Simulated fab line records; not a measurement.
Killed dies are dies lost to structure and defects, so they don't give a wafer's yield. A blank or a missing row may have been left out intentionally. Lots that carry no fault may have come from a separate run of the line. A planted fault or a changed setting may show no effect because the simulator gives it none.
fab line records	flow n5-finfet
record lots=10	wafers=30	last-day=17
route steps=1938 shown START@1 ZERO_LAYER@13 WELL_APT@33 BEOL_M4@1111 PASSIVATION@1936
lots untouched by any fault: they come from a run of this same line in which no faults occurred
start-h: hours from the record's first day to the start of the lot's first wafer shown	wait-h: hours since the lot's step before	" identical to the entry in the row above	L1.1+2: several wafers, shown together as one row	- no value, or no start was given	* or withheld: withheld	< > ~ a bound
route shown NAME@n: NAME is a module with steps in the file, n the number in the route of the first one	usual: mean/standard deviation taken from wafers without a fault	same: alike in all rows	chamber/n: place in a boat	sites: the reading at each site	_std_site: their standard deviation	_edge_site: outer sites' mean less inner sites'	radius-mm: for every site, how far away it sits from the centre of the wafer	mask NAME#n: copy n	behind: the last tool/chamber to shape the wafer	hold: why the lot was held/for how many hours/how that ended	device: whichever transistor did not switch (one of n, p or np)	end of line: the tests these same wafers got at the end of their route	for a step that has no rows: nothing shown but its recipe	killed: at the first sort, the dies lost to defects and structure; wafer yield is something else	map: a wafer's dies, x killed, . not, _ none there
set.NAME: setting as actually run; set.NAME@STEP: the setting as run at that earlier step	model.NAME: the simulator's own value behind a step, which no gauge read
route steps across a sampled set of lots; one table per step, one row per wafer
services: the hour from which a tool's chamber was out of use, counted from the record's first day as start-h (under 0 if before that day), plus the number of hours and why
## steps
# step N5_START_INSPECT_01
# recipe inspect-instrument=unpatterned-scan	mode=incoming
# usual raw-defect-count=7/3.5
lot.wafer	tool	chamber	start-h	wait-h	raw-defect-count
L162.1	defect-inspect-02	-	12.03	-	11
L162.5	"	-	"	"	10
L162.6	"	-	"	"	9
L164.4	defect-inspect-02	-	24.04	-	5
L164.5	"	-	"	"	3
L164.6	"	-	"	"	5
L165.1	defect-inspect-01	-	30.03	-	3
L165.2	"	-	"	"	8
L165.6	"	-	"	"	11
L172.1	defect-inspect-01	-	72.03	-	7
L172.2	"	-	"	"	4
L172.4	"	-	"	"	8
L174.1	defect-inspect-01	-	84.03	-	4
L174.3	"	-	"	"	7
L174.4	"	-	"	"	3
L179.3	defect-inspect-02	-	114.03	-	8
L179.4	"	-	"	"	4
L179.6	"	-	"	"	7
L181.1	defect-inspect-02	-	126.03	-	7
L181.4	"	-	"	"	12
L181.6	"	-	"	"	5
L183.2	defect-inspect-02	-	138.03	-	15
L183.3	"	-	"	"	5
L183.6	"	-	"	"	10
L184.1	defect-inspect-02	-	144.03	-	8
L184.3	"	-	"	"	9
L184.5	"	-	"	"	6
L185.3	defect-inspect-01	-	150.03	-	8
L185.4	"	-	"	"	5
L185.6	"	-	"	"	4
# step N5_ZERO_LAYER_CD_MEAS_11
# recipe target-cd-nm=2000	landing-energy-ev=500	detector=se-inlens
# usual cd-nm=1999.9/1.3
lot.wafer	tool	chamber	start-h	wait-h	cd-nm
L162.1	cd-sem-03	0	12.66	-	2000.9
L162.5	"	0	"	"	2000.1
L162.6	"	0	"	"	2000.5
L164.4	cd-sem-01	0	24.79	-	1997.4
L164.5	"	0	"	"	1997.9
L164.6	"	0	"	"	1998.2
L165.1	cd-sem-02	0	30.77	-	1999.4
L165.2	"	0	"	"	2000.8
L165.6	"	0	"	"	2000.8
L172.1	cd-sem-03	0	72.65	-	2000.9
L172.2	"	0	"	"	2002.2
L172.4	"	0	"	"	2001.1
L174.1	cd-sem-03	0	84.77	-	1999.3
L174.3	"	0	"	"	1997.1
L174.4	"	0	"	"	1998.7
L179.3	cd-sem-02	0	114.77	-	2001.7
L179.4	"	0	"	"	2000.4
L179.6	"	0	"	"	1999.8
L181.1	cd-sem-03	0	126.77	-	2002.3
L181.4	"	0	"	"	2001.2
L181.6	"	0	"	"	2003.7
L183.2	cd-sem-01	0	138.64	-	1999.6
L183.3	"	0	"	"	1999.6
L183.6	"	0	"	"	1998.5
L184.1	cd-sem-01	0	144.77	-	1999.8
L184.3	"	0	"	"	1999.2
L184.5	"	0	"	"	2000.0
L185.3	cd-sem-01	0	150.65	-	2000.3
L185.4	"	0	"	"	1999.4
L185.6	"	0	"	"	1998.5
# step N5_ZERO_LAYER_STRIP_24
# recipe chemistry=O2	power-w=1000	temp-c=250	overash-fraction=0.3	pressure-mtorr=1000	o2-flow-sccm=6750
# usual drypump-motor-current-A=5.90/0.17	heater-power-w=312/23	oes-product-au=0.648/0.0044	strip-time-to-endpoint-s=43.86/0.072
lot.wafer	tool	chamber	start-h	wait-h	drypump-motor-current-A	heater-power-w	oes-product-au	rf-hours-counter-h	strip-time-to-endpoint-s
L162.1	plasma-asher-02	0	12.91	0.1	6.06	327	0.646	74	43.83
L162.5	"	0	"	"	6.06	319	0.653	-	43.84
L162.6	"	1	"	"	5.91	282	0.648	-	43.84
L164.4	plasma-asher-01	1	25.06	0.1	5.99	302	0.646	-	43.92
L164.5	"	0	"	"	5.62	338	0.644	-	43.89
L164.6	"	1	"	"	5.97	298	0.657	-	43.73
L165.1	plasma-asher-01	0	31.02	0.1	5.61	343	0.652	27	43.76
L165.2	"	1	"	"	6.00	297	0.648	27	43.74
L165.6	"	0	"	"	5.61	344	0.648	-	43.80
L172.1	plasma-asher-02	0	72.90	0.1	6.08	323	0.646	87	43.89
L172.2	"	1	"	"	5.93	283	0.652	87	43.87
L172.4	"	1	"	"	5.90	281	0.651	-	43.90
L174.1	plasma-asher-02	1	85.23	0.1	5.92	276	0.650	89	43.88
L174.3	"	0	"	"	6.12	326	0.645	-	43.90
L174.4	"	1	"	"	5.91	278	0.645	-	43.89
L179.3	plasma-asher-01	1	115.08	0.1	5.99	307	0.646	-	43.98
L179.4	"	0	"	"	5.62	338	0.648	-	44.08
L179.6	"	1	"	"	6.00	302	0.651	-	43.90
L181.1	plasma-asher-02	0	127.30	0.1	6.10	325	0.644	98	44.04
L181.4	"	0	"	"	6.07	317	0.645	-	43.85
L181.6	"	1	"	"	5.93	279	0.644	-	43.90
L183.2	plasma-asher-01	0	139.09	0.1	5.62	346	0.645	48	43.89
L183.3	"	0	"	"	5.61	340	0.645	-	43.80
L183.6	"	1	"	"	5.97	297	0.643	-	43.81
L184.1	plasma-asher-02	0	145.02	0.1	6.06	323	0.655	102	44.02
L184.3	"	1	"	"	5.93	281	0.641	-	43.86
L184.5	"	0	"	"	6.06	323	0.647	-	43.87
L185.3	plasma-asher-02	0	150.91	0.1	6.10	334	0.651	-	43.91
L185.4	"	1	"	"	5.93	281	0.646	-	43.77
L185.6	"	0	"	"	6.11	316	0.646	-	43.78
# step N5_WELL_APT_IMPLANT_15
# recipe species=As	energy-kev=25	dose-cm2=1.5e+13	tilt-deg=0	rotation-deg=0
# usual dose-ions-cm2=1.5e+13/1.5e+10	faraday-current-uA=190/3.5
lot.wafer	tool	chamber	start-h	wait-h	dose-ions-cm2	faraday-current-uA
L162.1	implanter-02	0	13.94	0.1	1.4976e+13	190
L162.5	"	0	"	"	1.5027e+13	192
L162.6	"	0	"	"	1.5012e+13	189
L164.4	implanter-02	0	26.16	0.1	1.5024e+13	197
L164.5	"	0	"	"	1.5005e+13	189
L164.6	"	0	"	"	1.5026e+13	193
L165.1	implanter-02	0	32.19	0.1	1.4977e+13	183
L165.2	"	0	"	"	1.502e+13	189
L165.6	"	0	"	"	1.4988e+13	191
L172.1	implanter-02	0	74.15	0.1	7.905e+12	99
L172.2	"	0	"	"	7.914e+12	97
L172.4	"	0	"	"	7.911e+12	99
L174.1	implanter-02	0	86.29	0.1	7.89e+12	100
L174.3	"	0	"	"	7.896e+12	101
L174.4	"	0	"	"	7.888e+12	102
L179.3	implanter-01	0	116.15	0.1	1.5008e+13	192
L179.4	"	0	"	"	1.4987e+13	182
L179.6	"	0	"	"	1.5022e+13	188
L181.1	implanter-01	0	128.47	0.1	1.5028e+13	191
L181.4	"	0	"	"	1.4994e+13	186
L181.6	"	0	"	"	1.5006e+13	184
L183.2	implanter-01	0	140.15	0.1	1.4994e+13	188
L183.3	"	0	"	"	1.5008e+13	190
L183.6	"	0	"	"	1.5023e+13	188
L184.1	implanter-02	0	146.06	0.1	1.4974e+13	194
L184.3	"	0	"	"	1.497e+13	187
L184.5	"	0	"	"	1.5019e+13	189
L185.3	implanter-01	0	152.36	0.1	1.5002e+13	194
L185.4	"	0	"	"	1.5006e+13	189
L185.6	"	0	"	"	1.4999e+13	185
# step N5_BEOL_M4_RC_MEAS_101
# usual CJ_P=5.76/0.14	DIBL_N=36.4/1.5	DIBL_P=36.4/1.6	IOFF_N=0.164/0.025	IOFF_P=0.214/0.028	ION_N=675/9.9	ION_P=463/6.5	SS_N=71.5/0.5	SS_P=73.3/0.56	VT_N=249.2/2.7	VT_P=-250.1/2.8
lot.wafer	tool	chamber	start-h	wait-h	CJ_P	DIBL_N[mV/V]	DIBL_P[mV/V]	IOFF_N[nA/um]	IOFF_P[nA/um]	ION_N[uA/um]	ION_P[uA/um]	SS_N[mV/dec]	SS_P[mV/dec]	VT_N[mV]	VT_P[mV]
L162.1	prober-02	0	164.19	0.0	5.89	36.5	35.4	0.134	0.171	664	453	71.2	73.7	250.4	-256.0
L162.5	"	0	"	"	5.82	37.0	36.7	0.155	0.186	688	458	70.7	73.7	248.1	-253.7
L162.6	"	0	"	"	5.71	37.2	36.3	0.149	0.185	660	451	70.8	73.2	251.0	-256.5
L164.4	prober-02	0	180.43	0.5	5.64	35.8	37.5	0.165	0.224	677	471	71.8	73.8	249.6	-249.5
L164.5	"	0	"	"	5.58	36.0	37.2	0.168	0.219	682	467	71.8	73.6	247.4	-249.8
L164.6	"	0	"	"	5.59	35.8	36.9	0.166	0.208	687	467	70.9	73.2	248.3	-250.5
L165.1	prober-01	0	183.12	0.0	5.68	36.4	36.9	0.153	0.173	671	455	71.8	73.3	248.6	-253.4
L165.2	"	0	"	"	5.98	34.1	34.1	0.111	0.145	657	440	70.8	72.7	256.2	-257.7
L165.6	"	0	"	"	5.73	35.7	35.4	0.134	0.160	656	447	71.7	73.6	252.8	-254.4
L172.1	prober-01	0	219.04	0.0	4.24	36.6	36.4	0.166	0.250	669	467	70.9	73.9	247.2	-248.4
L172.2	"	0	"	"	4.12	36.8	36.3	0.178	0.251	674	468	71.5	73.3	247.5	-248.3
L172.4	"	0	"	"	4.11	37.5	37.2	0.184	0.263	681	459	72.0	73.4	246.3	-249.5
L174.1	prober-01	0	241.19	0.0	4.21	35.4	36.1	0.137	0.188	668	458	70.9	72.6	254.7	-254.0
L174.3	"	0	"	"	4.13	33.9	34.9	0.121	0.179	661	457	70.4	73.0	255.1	-251.3
L174.4	"	0	"	"	4.14	36.6	38.4	0.166	0.230	668	455	71.3	73.6	247.1	-252.0
L179.3	prober-01	0	272.41	0.3	5.60	37.9	38.7	0.222	0.244	696	468	72.3	73.6	246.7	-248.5
L179.4	"	0	"	"	5.72	36.9	37.5	0.207	0.225	697	468	71.7	74.4	245.8	-249.9
L179.6	"	0	"	"	5.56	38.5	39.4	0.247	0.256	703	469	71.3	74.2	242.5	-246.1
L181.1	prober-02	0	274.08	0.0	5.91	35.5	36.2	0.152	0.214	684	466	71.0	73.3	251.5	-250.4
L181.4	"	0	"	"	6.06	33.9	34.6	0.122	0.175	674	464	70.9	73.0	252.6	-253.9
L181.6	"	0	"	"	5.96	33.8	34.8	0.130	0.185	661	457	71.7	72.7	251.3	-253.2
L183.2	prober-02	0	291.64	0.2	5.56	35.1	34.9	0.159	0.175	681	458	71.7	73.1	250.2	-254.8
L183.3	"	0	"	"	5.67	34.7	34.4	0.146	0.169	674	457	71.1	73.1	249.3	-252.5
L183.6	"	0	"	"	5.77	35.5	35.5	0.157	0.187	667	455	71.8	72.9	249.2	-254.0
L185.3	prober-02	0	303.39	0.3	5.50	37.4	37.1	0.184	0.225	675	464	71.4	73.8	246.9	-250.5
L185.4	"	0	"	"	5.62	36.6	36.1	0.164	0.212	674	457	71.6	73.7	251.0	-251.4
L185.6	"	0	"	"	5.59	37.8	36.8	0.174	0.218	678	459	71.2	74.1	249.6	-249.9
L184.1	prober-02	0	304.01	0.7	5.47	35.5	35.8	0.140	0.200	660	457	71.3	72.4	250.5	-249.5
L184.3	"	0	"	"	5.74	36.0	36.8	0.158	0.221	670	465	72.0	73.2	249.4	-250.0
L184.5	"	0	"	"	5.68	36.3	36.5	0.155	0.216	665	464	71.7	72.3	251.5	-250.7
# step N5_PASSIVATION_PROBE_49
# usual defect-limited-yield=91.1/1.4	killed_at_M0_to_M3=35/8.7	killed_at_M4_up=14/5.3	killed-at-contacts=12/6.2	killed-at-front-end=41/12	killed-at-other=3.4/2.6	killed-dies=105/16	killed-open=67/13	killed-short=36/7.3	sort_bin_5_function=5.2/0.96	sort_bin_6_memory=3.3/0.6	sort-n-pass=1075/16	sort-yield-pct=91.1/1.4
# same gross-dies=1180	killed-at-back-side=0	sort_bin_4_leakage[%]=0	sort_bin_8_speed[%]=0
lot.wafer	tool	chamber	start-h	wait-h	defect-limited-yield[%]	killed_at_M0_to_M3	killed_at_M4_up	killed-at-contacts	killed-at-front-end	killed-at-other	killed-dies	killed-open	killed-short	sort_bin_5_function[%]	sort_bin_6_memory[%]	sort-n-pass	sort-yield-pct[%]
L162.1	prober-01	-	267.32	0.0	91.7	38	11	13	33	3	98	73	23	5.3	2.8	1082	91.7
L162.5	prober-01	-	267.52	0.2	91.4	30	17	16	36	2	101	63	36	4.8	3.7	1079	91.4
L162.6	prober-01	-	267.57	0.3	93.6	27	5	18	20	6	76	50	24	3.4	2.7	1104	93.6
L165.1	prober-02	-	278.98	0.0	90.3	36	11	22	41	5	115	70	41	6.4	3.0	1065	90.3
L165.2	prober-02	-	279.03	0.1	90.3	33	7	21	49	5	115	87	27	5.6	4.1	1065	90.3
L165.6	prober-02	-	279.23	0.3	92.1	19	10	19	45	0	93	58	34	4.4	3.3	1087	92.1
L164.4	prober-01	-	284.08	0.2	91.7	24	17	11	45	1	98	62	35	4.4	3.5	1082	91.7
L164.5	prober-01	-	284.13	0.2	92.3	39	15	6	30	1	91	57	33	3.9	3.6	1089	92.3
L164.6	prober-01	-	284.18	0.3	93.5	29	15	4	25	4	77	45	31	4.0	2.5	1103	93.5
L172.1	prober-02	-	321.42	0.0	92.9	17	16	9	41	1	84	50	33	4.1	2.9	1096	92.9
L172.2	prober-02	-	321.47	0.1	91.9	36	6	11	42	0	95	57	38	4.4	3.3	1085	91.9
L172.4	prober-02	-	321.57	0.2	91.4	35	9	5	49	4	102	69	32	5.1	3.1	1078	91.4
L174.1	prober-02	-	347.91	0.2	89.6	38	7	11	64	3	123	79	42	6.6	3.3	1057	89.6
L174.3	prober-02	-	348.01	0.3	91.4	29	17	6	43	7	102	67	35	5.3	3.2	1078	91.4
L174.4	prober-02	-	348.06	0.3	91.9	36	4	5	50	1	96	58	37	5.0	2.5	1084	91.9
# killed by level:class
L162.1 BEOL_M2:geometric-particle:open=14 MOL_CONTACT_COAG:geometric-particle:open=11 DUMMY_GATE:geometric-particle:open=7 BEOL_M0_SAQP:geometric-particle:short=6 FIN_SAQP:geometric-particle:short=5 STI_FIN_REVEAL:geometric-particle:open=5 BEOL_M0_SAQP:geometric-particle:open=5 BEOL_M4:geometric-particle:open=5
L162.5 MOL_CONTACT_COAG:geometric-particle:open=11 BEOL_M2:geometric-particle:open=10 BEOL_M4:geometric-particle:open=8 SPACER0:geometric-particle:short=6 FIN_SAQP:geometric-particle:short=5 STI_FIN_REVEAL:geometric-particle:open=5 MOL_CONTACT_COAG:geometric-particle:short=5 FIN_SAQP:geometric-particle:open=4
L162.6 MOL_CONTACT_COAG:geometric-particle:open=18 BEOL_M0_SAQP:geometric-particle:short=6 BEOL_M2:geometric-particle:open=6 FIN_SAQP:geometric-particle:open=4 BEOL_M2:geometric-particle:short=4 MIM_BOT:geometric-particle:short=4 SPACER0:geometric-particle:short=3 BEOL_M0:geometric-particle:open=3
L165.1 MOL_CONTACT_COAG:geometric-particle:open=16 BEOL_M2:geometric-particle:open=10 STI_FIN_REVEAL:geometric-particle:open=9 BEOL_M0_SAQP:geometric-particle:open=9 FIN_SAQP:geometric-particle:open=7 MOL_CONTACT_COAG:geometric-particle:short=6 FIN_SAQP:geometric-particle:short=5 BEOL_M0_SAQP:geometric-particle:short=4
L165.2 STI_FIN_REVEAL:geometric-particle:open=17 MOL_CONTACT_COAG:geometric-particle:open=17 BEOL_M0_SAQP:geometric-particle:short=9 BEOL_M2:geometric-particle:open=8 DUMMY_GATE:geometric-particle:open=7 BEOL_M0_SAQP:geometric-particle:open=7 STI_FIN_REVEAL:geometric-particle:short=6 STARTING-WAFER:geometric-particle:open=5
L165.6 MOL_CONTACT_COAG:geometric-particle:open=15 STI_FIN_REVEAL:geometric-particle:open=11 FIN_SAQP:geometric-particle:short=8 STARTING-WAFER:geometric-particle:short=7 FIN_SAQP:geometric-particle:open=6 BEOL_M2:geometric-particle:open=6 BEOL_M0_SAQP:geometric-particle:open=5 GATE_CUT:geometric-particle:short=4
L164.4 STI_FIN_REVEAL:geometric-particle:open=14 BEOL_M0_SAQP:geometric-particle:short=9 FIN_SAQP:geometric-particle:open=8 MOL_CONTACT_COAG:geometric-particle:open=8 BEOL_M4:geometric-particle:open=7 GATE_CUT:geometric-particle:short=7 GATE_CUT:geometric-particle:open=5 BEOL_M0:geometric-particle:open=5
L164.5 BEOL_M0_SAQP:geometric-particle:open=17 BEOL_M0_SAQP:geometric-particle:short=11 DUMMY_GATE:geometric-particle:open=6 DUMMY_GATE:geometric-particle:short=6 MOL_CONTACT_COAG:geometric-particle:open=6 FIN_SAQP:geometric-particle:short=5 BEOL_M5:geometric-particle:open=5 FIN_SAQP:geometric-particle:open=3
L164.6 BEOL_M0_SAQP:geometric-particle:short=9 BEOL_M1:geometric-particle:open=8 STI_FIN_REVEAL:geometric-particle:open=6 BEOL_M5:geometric-particle:open=6 FIN_SAQP:geometric-particle:short=4 BEOL_M0_SAQP:geometric-particle:open=4 FIN_SAQP:geometric-particle:open=3 STI_FIN_REVEAL:geometric-particle:short=3
L172.1 STI_FIN_REVEAL:geometric-particle:open=14 FIN_SAQP:geometric-particle:short=8 MOL_CONTACT_COAG:geometric-particle:open=6 BEOL_M0_SAQP:geometric-particle:short=6 BEOL_M4:geometric-particle:open=5 FIN_SAQP:geometric-particle:open=4 DUMMY_GATE:geometric-particle:open=4 BEOL_M0_SAQP:geometric-particle:open=4
L172.2 BEOL_M0_SAQP:geometric-particle:open=12 FIN_SAQP:geometric-particle:short=11 STI_FIN_REVEAL:geometric-particle:open=8 MOL_CONTACT_COAG:geometric-particle:open=7 ILD0:geometric-particle:short=6 BEOL_M0_SAQP:geometric-particle:short=6 BEOL_M1:geometric-particle:open=6 GATE_CUT:geometric-particle:short=5
L172.4 STI_FIN_REVEAL:geometric-particle:open=16 BEOL_M1:geometric-particle:open=9 FIN_SAQP:geometric-particle:short=8 BEOL_M0_SAQP:geometric-particle:open=8 FIN_SAQP:geometric-particle:open=6 BEOL_M0_SAQP:geometric-particle:short=6 BEOL_M2:geometric-particle:open=6 DUMMY_GATE:geometric-particle:open=5
L174.1 FIN_SAQP:geometric-particle:open=27 FIN_SAQP:geometric-particle:short=11 BEOL_M0_SAQP:geometric-particle:open=10 BEOL_M2:geometric-particle:open=8 BEOL_M3:geometric-particle:open=8 MOL_CONTACT_COAG:geometric-particle:open=7 STI_FIN_REVEAL:geometric-particle:open=6 BEOL_M0_SAQP:geometric-particle:short=6
L174.3 FIN_SAQP:geometric-particle:open=18 FIN_SAQP:geometric-particle:short=9 BEOL_M3:geometric-particle:open=9 BEOL_M4:geometric-particle:open=7 BEOL_M0_SAQP:geometric-particle:short=6 BEOL_M0_SAQP:geometric-particle:open=5 MOL_CONTACT_COAG:geometric-particle:open=4 STI_FIN_REVEAL:geometric-particle:open=3
L174.4 BEOL_M3:geometric-particle:open=12 FIN_SAQP:geometric-particle:short=9 GATE_CUT:geometric-particle:short=8 BEOL_M0_SAQP:geometric-particle:open=8 FIN_SAQP:geometric-particle:open=7 GATE_CUT:geometric-particle:open=6 STI_FIN_REVEAL:geometric-particle:open=4 BEOL_M0_SAQP:geometric-particle:short=4
## services
tool	chamber	start-h	hours	kind
plasma-asher-01	-	-2.39	3.8	repair
implanter-01	-	10.31	2.1	repair
implanter-01	-	27.22	5.3	pm
implanter-02	-	27.54	2.3	repair
implanter-02	-	57.72	6.1	repair
plasma-asher-02	-	79.44	2.8	pm
implanter-01	-	89.64	1.1	repair
## key
first-sign step=N5_WELL_APT_IMPLANT_15	reading=dose-ions-cm2	direction=down	sigmas=99+	usual=1.5e+13	struck=7.901e+12
effect step=N5_WELL_APT_IMPLANT_15	reading=faraday-current-uA	direction=down	sigmas=26	usual=190	struck=100
effect step=N5_BEOL_M4_RC_MEAS_101	reading=CJ_P	direction=down	sigmas=11	usual=5.76	struck=4.16
met-at N5_WELL_APT_IMPLANT_15
struck-lots L172,L174
not-acting-at N5_START_INSPECT_01,N5_ZERO_LAYER_CD_MEAS_11,N5_ZERO_LAYER_STRIP_24
onset-between 32.19 74.15
fault kind=process-parameter-drift	tool=implanter-02	chamber=-	onset-h=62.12	steps=N5_WELL_APT_IMPLANT_15	channel=dose-cm2	offset=-7.0995e+12	shape=step	end-h=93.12	acts-in=these-recipes-only	stated=1.5e+13
